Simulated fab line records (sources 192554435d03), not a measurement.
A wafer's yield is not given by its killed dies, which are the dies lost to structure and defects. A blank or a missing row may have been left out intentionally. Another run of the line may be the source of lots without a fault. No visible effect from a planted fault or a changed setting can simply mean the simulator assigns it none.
fab line records ; flow n5Finfet
record: lots: 4; wafers: 12; lastDay: 18
route steps=1938 shown SDB@374 DUMMY_REMOVAL@377 HKMG_FIN@385 BEOL_M4@1111 PASSIVATION@1936
lots with no fault: from the same line, run without faults
startH: hours from the record's opening day to when the first of the lot's shown wafers began ; waitH: hours elapsed since this lot's preceding step ; " the same as in the row above ; L1.1+2: a row that stands for several wafers ; - either no value or no given start ; * or withheld: withheld ; < > ~ a bound
route shown NAME@n: NAME is a module with steps in the file, n the number in the route of the first one ; usual: average and standard deviation across the fault-free wafers ; same: alike in all rows ; chamber/n: place in a boat ; sites: per-site readings ; _std_site: standard deviation of those values ; _edge_site: outer sites' mean less inner sites' ; radiusMm: how far each site lies from the wafer's centre ; mask NAME#n: copy n ; behind: the most recent tool/chamber to have shaped the wafer ; hold: what put the lot on hold/how long, in hours/how the hold closed ; device: whichever transistor did not switch (one of n, p or np) ; end of line: the same wafers' tests at the end of the route ; for a step that has no rows: nothing shown but its recipe ; killed: the dies lost at the first sort to structure and to defects; this is not the yield of the wafer ; map: a wafer's dies, x killed, . not, _ none there
set.NAME: the setting the step ran with; set.NAME@STEP: the setting that earlier step ran with ; model.NAME: the simulator's own value behind a step, which no gauge read
lots at selected steps of the route; one table per step, one row per wafer
== steps ==
step: N5_SDB_CMP_30
recipe: stopOn: poly-Si; tOverpolishS: 1.54; postCmpClean: alkalineBrush; downForcePsi: 4.1491; platenRpm: 51.796; padVelocityMS: 1.0306; targetThkNm: 30
step: N5_DUMMY_REMOVAL_HM_STRIP_01
recipe: chemistry: CH3F/O2; material: SiNx; targetDepthA: 40; stopOn: poly-Si; timeS: 6.8; overEtchFrac: 0.3; ionEnergyEv: 60; powerW: 410; biasW: 29; Ar_flow_sccm: 150; CH3F_flow_sccm: 30; O2_flow_sccm: 20
step: N5_DUMMY_REMOVAL_STRIP_10
recipe: chemistry: N2/H2; timeS: 40; powerW: 100; tempC: 40; pressureMtorr: 100; rfFrequencyHz: 6e+07; biasPowerW: 3; n2FlowSccm: 300; h2FlowSccm: 300
step: N5_DUMMY_REMOVAL_PRECLEAN_07
recipe: chemistry: dHF; timeS: 30; tempC: 25; dilution: withheld
step: N5_DUMMY_REMOVAL_DUMMY_REMOVE_02
recipe: chemistry: TMAH; tempC: 70; target: poly-Si; stopOn: SiO2; targetDepthNm: 142; concWtPct: 5; timeS: 57; dry: ipaMarangoni; rinseTimeS: 30; rinseTempC: 23
step: N5_DUMMY_REMOVAL_PRECLEAN_08
recipe: chemistry: NF3:NH3; afsCycles: 2; tempC: 30; timeS: 20; sublimationTempC: 180; sublimationTimeS: 60; pressureTorr: 3; rfPowerW: 30
step: N5_DUMMY_REMOVAL_PRECLEAN_04
recipe: chemistry: DHF; timeS: 37; tempC: 25; dilution: 500:1
step: N5_DUMMY_REMOVAL_SRD_05
recipe: dry: ipaMarangoni; doPpb: 5; timeS: 30; tempC: 23; rinseLiquid: diw
step: N5_HKMG_FIN_IL_REGROW_00
recipe: material: SiO2; targetThkA: 7.5; chemistry: O3; tempC: withheld; timeS: 30
step: N5_HKMG_FIN_HK_ALD_01
recipe: material: HfO2; targetThkA: 16; tempC: withheld; aldPrecursorFamily: HfCl4; aldCoReactant: H2O; pulseTimeS: 3; purgeTimeS: 3; coReactantPurgeTimeS: 2.5; coReactantPulseTimeS: 0.3; aldCycles: 30
usual: precursorPulseHeightRel: 1.004/0.019
same: coReactantPurgeTimeS: 2.5; pulseTimeS: 3
lot.wafer;tool;chamber;startH;waitH;precursorPulseHeightRel
L891.1;aldHk-02;2;191.38;0.0;1.019
L891.2;aldHk-02;0;191.38;0.0;0.969
L891.3;aldHk-02;3;191.38;0.0;1.008
L892.1;aldHk-02;3;195.69;0.0;1.009
L892.3;aldHk-02;1;195.69;0.0;1.033
L892.6;aldHk-02;2;195.69;0.0;0.988
L893.3;aldHk-02;3;199.76;0.0;0.974
L893.5;aldHk-02;1;199.76;0.0;1.014
L893.6;aldHk-02;0;199.76;0.0;1.011
L894.1;aldHk-01;2;208.50;0.0;1.037
L894.2;aldHk-01;0;208.50;0.0;0.996
L894.3;aldHk-01;3;208.50;0.0;0.994
step: N5_HKMG_FIN_HK_ANNEAL_02
recipe: tempC: 700; timeS: 30; ambient: N2; idleTempC: 600; rampUpCPerS: 150; rampDownCPerS: 60; coolToC: 600
step: N5_HKMG_FIN_ALD_74
recipe: material: La2O3; targetThkA: 5; tempC: 250; aldPrecursorFamily: La-Cp; aldCoReactant: O3; pulseTimeS: 6; coReactantPulseTimeS: 1; purgeTimeS: 3; coReactantPurgeTimeS: 3
step: N5_HKMG_FIN_ALD_75
recipe: material: Al2O3; targetThkA: 10; tempC: 150; aldPrecursorFamily: TMA; aldCoReactant: H2O; pulseTimeS: withheld; coReactantPulseTimeS: 1
step: N5_HKMG_FIN_COAT_41
recipe: resist: SOC; tempC: 250; timeS: 60; spinRpm: 1500; resistThkNm: 300
step: N5_HKMG_FIN_COAT_42
recipe: resist: SiARC; tempC: 220; timeS: 60; spinRpm: 1500; resistThkNm: 35
step: N5_HKMG_FIN_COAT_43
recipe: resist: CAR-ArF; spinRpm: 1500; resistThkNm: 90
step: N5_HKMG_FIN_EBR_45
recipe: solvent: PGMEA; ebrWidthMm: 1.5
step: N5_HKMG_FIN_SOFTBAKE_44
recipe: tempC: 110; timeS: 60; resist: CAR-ArF
step: N5_HKMG_FIN_EXPOSE_46
recipe: maskId: NDIPOLE; na: 1.35; sourceShape: conventional; sigmaOuter: 0.8; polarization: unpolarized; doseMj: 40
step: N5_HKMG_FIN_PEB_47
recipe: pebTempC: withheld; pebTimeS: 60; resist: CAR-ArF
step: N5_HKMG_FIN_DEVELOP_48
recipe: developTimeS: 30; developer: TMAH; resist: CAR-ArF; rinseLiquid: diw; dry: airSpin; devTempC: 23
step: N5_HKMG_FIN_INSPECT_61
recipe: mode: adi; inspectInstrument: macro
usual: rawDefectCount: 2.0/1.4
lot.wafer;tool;chamber;startH;waitH;rawDefectCount
L891.1;defectInspect-02;-;192.41;0.0;1
L891.2;defectInspect-02;-;192.41;0.0;4
L891.3;defectInspect-02;-;192.41;0.0;0
L892.1;defectInspect-01;-;196.69;0.0;>300
L892.3;defectInspect-01;-;196.69;0.0;3
L892.6;defectInspect-01;-;196.69;0.0;1
L893.3;defectInspect-02;-;200.76;0.0;>300
L893.5;defectInspect-02;-;200.76;0.0;0
L893.6;defectInspect-02;-;200.76;0.0;2
L894.1;defectInspect-02;-;209.67;0.0;4
L894.2;defectInspect-02;-;209.67;0.0;2
L894.3;defectInspect-02;-;209.67;0.0;3
step: N5_HKMG_FIN_DESCUM_53
recipe: chemistry: O2; timeS: 7.9; sourcePowerW: 50; biasPowerW: 20; pressureMtorr: 20; rfFrequencyHz: 2.712e+07; tempC: 40; resist: CAR-ArF; o2FlowSccm: 225
step: N5_BEOL_M4_RC_MEAS_101
usual: DIBL_N: 36.9/1.7; DIBL_P: 36.7/2.1; IOFF_N: 0.17/0.032; IOFF_P: 0.22/0.036; ION_N: 674/12; ION_P: 461/7; SS_N: 71.7/0.6; SS_P: 73.4/0.67; VT_N: 249/3.1; VT_P: -250/3.2
lot.wafer;tool;chamber;startH;waitH;DIBL_N[mV/V];DIBL_P[mV/V];IOFF_N[nA/um];IOFF_P[nA/um];ION_N[uA/um];ION_P[uA/um];SS_N[mV/dec];SS_P[mV/dec];VT_N[mV];VT_P[mV]
L891.1;prober-01;0;288.99;0.0;38.3;39.8;0.19;0.26;674;471;72.0;74.2;247;-246
L891.2;prober-01;0;288.99;0.0;36.0;36.7;0.15;0.20;672;459;71.0;73.8;252;-249
L891.3;prober-01;0;288.99;0.0;37.9;38.9;0.20;0.24;683;460;72.2;73.7;248;-250
L892.1;prober-02;0;293.04;0.0;33.9;32.4;0.11;0.16;653;450;71.3;72.7;255;-253
L892.3;prober-02;0;293.04;0.0;34.6;33.8;0.13;0.19;654;453;72.4;73.2;253;-251
L892.6;prober-02;0;293.04;0.0;34.1;33.3;0.13;0.17;659;451;70.8;72.8;255;-250
L893.3;prober-02;0;295.51;0.3;40.0;40.8;0.26;0.32;698;473;73.2;75.6;244;-245
L893.5;prober-02;0;295.51;0.3;38.0;38.5;0.20;0.27;691;468;72.0;73.5;250;-246
L893.6;prober-02;0;295.51;0.3;37.7;38.6;0.20;0.28;682;466;71.4;74.5;247;-246
L894.1;prober-01;0;311.87;0.0;38.3;38.6;0.16;0.23;664;460;71.9;73.7;253;-250
L894.2;prober-01;0;311.87;0.0;39.1;38.7;0.19;0.25;687;477;72.6;73.6;248;-248
L894.3;prober-01;0;311.87;0.0;38.0;37.7;0.15;0.22;659;457;71.8;73.3;252;-251
step: N5_PASSIVATION_PROBE_49
usual: defectLimitedYield: 91.7/1.5; killed_at_M0_to_M3: 32/9.6; killed_at_M4_up: 13/5.3; killedAtContacts: 12/6.8; killedAtFrontEnd: 36/9.8; killedAtOther: 4/3.1; killedDies: 98/17; killedOnRim: 13/4; killedOpen: 65/13; killedShort: 32/8.5; sort_bin_5_function: 4.9/0.93; sort_bin_6_memory: 3.2/0.67; sort_bin_8_speed: 0.00/0.02; sortNPass: 1082/17; sortYieldPct: 91.7/1.4
same: grossDies: 1180; killedAtBackSide: 0; sort_bin_4_leakage[%]: 0
lot.wafer;tool;chamber;startH;waitH;defectLimitedYield[%];killed_at_M0_to_M3;killed_at_M4_up;killedAtContacts;killedAtFrontEnd;killedAtOther;killedDies;killedOnRim;killedOpen;killedShort;sort_bin_5_function[%];sort_bin_6_memory[%];sort_bin_8_speed[%];sortNPass;sortYieldPct[%]
L891.1;prober-02;-;391.95;0.0;88.4;43;12;33;39;10;137;27;92;40;7.1;4.2;0;1043;88.4
L891.2;prober-02;-;392.00;0.1;91.0;33;6;22;43;2;106;15;77;29;5.3;3.4;0;1074;91.0
L891.3;prober-02;-;392.05;0.1;91.8;36;9;23;27;2;97;11;62;35;4.7;3.4;0;1083;91.8
L893.3;prober-02;-;395.88;0.1;82.9;27;14;20;131;10;202;29;69;42;11.2;3.4;0.08;978;82.9
L892.1;prober-01;-;398.41;0.0;83.8;26;13;10;139;3;191;34;66;25;9.3;3.9;0;989;83.8
L894.1;prober-02;-;422.46;0.0;94.8;16;10;3;31;1;61;9;35;24;2.5;2.2;0;1119;94.8
L894.2;prober-02;-;422.51;0.1;94.3;25;9;11;20;2;67;11;43;24;3.2;2.2;0;1113;94.3
L894.3;prober-02;-;422.56;0.1;93.0;32;12;14;19;6;83;11;64;18;4.1;2.6;0;1097;93.0
killed by level:class
L891.1 MOL_CONTACT_COAG:geometricParticle:open=20 STI_FIN_REVEAL:geometricParticle:open=17 BEOL_M3:geometricParticle:open=12 BEOL_M2:geometricParticle:open=10 MOL_CONTACT_COAG:geometricParticle:short=10 BEOL_M0_SAQP:geometricParticle:short=6 BEOL_M0_SAQP:geometricParticle:open=6 FIN_SAQP:geometricParticle:open=5
L891.2 MOL_CONTACT_COAG:geometricParticle:open=19 STI_FIN_REVEAL:geometricParticle:open=16 FIN_SAQP:geometricParticle:short=9 BEOL_M3:geometricParticle:open=9 BEOL_M2:geometricParticle:open=6 BEOL_M2:geometricParticle:short=5 BEOL_M0_SAQP:geometricParticle:open=5 BEOL_M4:geometricParticle:open=4
L891.3 MOL_CONTACT_COAG:geometricParticle:open=18 BEOL_M1:geometricParticle:open=8 FIN_SAQP:geometricParticle:open=6 GATE_CUT:geometricParticle:short=6 BEOL_M0_SAQP:geometricParticle:short=6 MOL_CONTACT_COAG:geometricParticle:short=5 BEOL_M2:geometricParticle:open=5 BEOL_M3:geometricParticle:open=5
L893.3 HKMG_FIN:unspecified=90 MOL_CONTACT_COAG:geometricParticle:open=13 FIN_SAQP:geometricParticle:short=8 BEOL_M0_SAQP:geometricParticle:open=8 BEOL_M4:geometricParticle:open=8 BEOL_M0_SAQP:geometricParticle:short=7 DUMMY_GATE:geometricParticle:open=7 MOL_CONTACT_COAG:geometricParticle:short=7
L892.1 HKMG_FIN:unspecified=98 MOL_CONTACT_COAG:geometricParticle:open=10 STI_FIN_REVEAL:geometricParticle:open=9 FIN_SAQP:geometricParticle:short=7 BEOL_M0_SAQP:geometricParticle:open=7 BEOL_M3:geometricParticle:open=7 DUMMY_GATE:geometricParticle:open=6 BEOL_M0_SAQP:geometricParticle:short=5
L894.1 ILD0:geometricParticle:short=8 BEOL_M0_SAQP:geometricParticle:short=6 BEOL_M4:geometricParticle:open=6 FIN_SAQP:geometricParticle:open=5 STARTING-WAFER:geometricParticle:open=5 ILD0:geometricParticle:open=4 MOL_CONTACT_COAG:geometricParticle:open=3 BEOL_M1:geometricParticle:open=3
L894.2 MOL_CONTACT_COAG:geometricParticle:open=8 BEOL_M2:geometricParticle:open=7 GATE_CUT:geometricParticle:short=4 BEOL_M1:geometricParticle:open=4 MOL_CONTACT_COAG:geometricParticle:short=3 BEOL_M0_SAQP:geometricParticle:short=3 BEOL_M0:geometricParticle:open=3 BEOL_M1:geometricParticle:short=3
L894.3 MOL_CONTACT_COAG:geometricParticle:open=14 BEOL_M2:geometricParticle:open=11 BEOL_M1:geometricParticle:open=6 BEOL_M3:geometricParticle:open=6 BEOL_M4:geometricParticle:open=6 BEOL_M0_SAQP:geometricParticle:short=5 FIN_SAQP:geometricParticle:short=4 GATE_CUT:geometricParticle:open=4
map L892.1 (x killed, . not)
_________________............________________
______________......x..x...x...._____________
___________...xx...................__________
__________...........x.....x........_________
________.x............x.......x......._______
_______...........x....................______
______.....................x.x.........._____
_____...................x.....x.......x..____
____x.........x...........x...............___
___.x...x................x........x..x.....__
___..................x..................x..__
__.x...............x...................x...x_
__....x.........x..........................x_
_.............................x..............
_x.........x...x.x........x...x..............
_.x.............x.......xxx............x.....
_.............x.............................x
_.............................x.........x....
_x............x.............................x
_..............................xx..x.......x.
_.......................xx........x..xx.x....
__x..........................x....x........._
__..........x.......x........x............x._
___.....x.............x.......xx...........__
___....x..x..x.x..x.....x.x................__
____......xxxx..xxx..x.....x.........x.x..___
_____..x..xxxxxxxxxx.....xx....x.........____
______..xxxxxxxxxxxxx..x...............x_____
_______.xxxxxxxxxxxxx...x.......xx.....______
________xxxxxxxxxxxxx.x..............._______
__________xxxxxxxxxxx..x............_________
___________xxxxxxxxxxx.x...........__________
______________xxxxxxxxx.x......._____________
_________________xxxxxx......________________
map L893.3 (x killed, . not)
_________________x.....x.....________________
______________.........x........_____________
___________....xx...xxx............__________
__________....x....................._________
________x.....x...............x......._______
_______........x........x..............______
______..x....x......x..xx..............._____
_____.........................x.......x..____
____...x...x.....x.x.x..x...x.........x...___
___......x......x.........x............x...__
___...x......x.............................__
__..............x.......x.x....x............_
__............xx..x.x.....x.....x..........._
_........x..x...x.......x...........x........
_.x..........................................
_................x.......x...........x..x..x.
_..................x......x.......x.......x..
_x.....x............x.x............x.........
_.......x..........x..x......x...x...........
_.x............x.............................
_...............x..x....x....................
__.............x............................_
__.........x....x.x.............x......x...._
___.x....................x....x...x.....x..__
___.x......x..x...x.............x.....x.x..__
____...xx.x.xxxxx...........x............x___
_____.x..x.xxxxxxx.xxx...................____
______x..xxxxxxxxx.xx....x.....x.....x.._____
_______xxxxxxxxxxxxxx..x...x.........x.______
________xxxxxxxxxxxxx...x.x.x........._______
__________xxxxxxxxxxxx.........x...._________
___________xxxxxxxxxxxx............__________
______________xxxxxxxxx........._____________
_________________xxx.xx......________________
== key ==
firstSign: step: N5_HKMG_FIN_INSPECT_61; reading: rawDefectCount; direction: up; sigmas: 99+; usual: 2.0; struck: >300
effect: step: N5_PASSIVATION_PROBE_49; reading: killedAtFrontEnd; direction: up; sigmas: 10; usual: 36; struck: 135
moreKillsBornAt: N5_HKMG_FIN_HK_ALD_01@aldHk-02: 188
metAt N5_HKMG_FIN_HK_ALD_01
struckWafers L892.1,L893.3
onsetBetween 191.38 195.69
fault: kind: chamberParticleSource; tool: aldHk-02; chamber: 3; onsetH: 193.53; steps: N5_HKMG_FIN_HK_ALD_01; ratePerVisitCm2: 1.4576; endH: 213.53
